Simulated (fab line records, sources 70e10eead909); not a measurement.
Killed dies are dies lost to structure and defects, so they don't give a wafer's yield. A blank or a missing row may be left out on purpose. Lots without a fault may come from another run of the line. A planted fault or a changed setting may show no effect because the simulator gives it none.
Chamber matching | flow nand_harc | NHARC_A_STAIRCASE_DESCUM_219 on rie_diel-12: 4 sister chambers
The step chemistry O2, time 3 s. 4 wafers are shown with their chamber, then 7 later ones without.

WAFERS WITH THEIR CHAMBER
wafer  | chamber | showerhead_plenum_p_Torr (Torr)
L077.6 | 0       | 1.94
L083.3 | 1       | 1.81
L088.1 | 3       | 1.92
L088.2 | 2       | 2.05

WAFERS WITHOUT THEIR CHAMBER
wafer  | showerhead_plenum_p_Torr (Torr)
L088.4 | 1.81
L087.1 | 2.05
L087.3 | 1.81
L087.4 | 1.93
L090.3 | 1.91
L090.5 | 1.80
L090.6 | 1.92

WHICH CHAMBER EACH WENT THROUGH
wafer  | from the rows above     | in truth
L088.4 | 1                       | 1
L087.1 | 2                       | 2
L087.3 | 1                       | 1
L087.4 | can't be placed: 0 or 3 | 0
L090.3 | 3                       | 3
L090.5 | 1                       | 1
L090.6 | 3                       | 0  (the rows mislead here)
Placed correctly: 5 of 7. Can't be placed from these rows: 1 (the true chamber is among the candidates in 1). Placed wrongly: 1.
How it was worked out, from the rows above alone: a wafer's distance from a chamber is the root of the sum, over the readings, of the square of ((its reading less the chamber's mean) divided by the reading's scatter). The wafer belongs to the nearest chamber; if the next one is less than 2 further off, it can't be placed. A chamber's mean is the mean of its shown wafers. The scatter: with one shown wafer a chamber, the root of the mean of the squares of how far each hidden wafer lies from its nearest shown one.
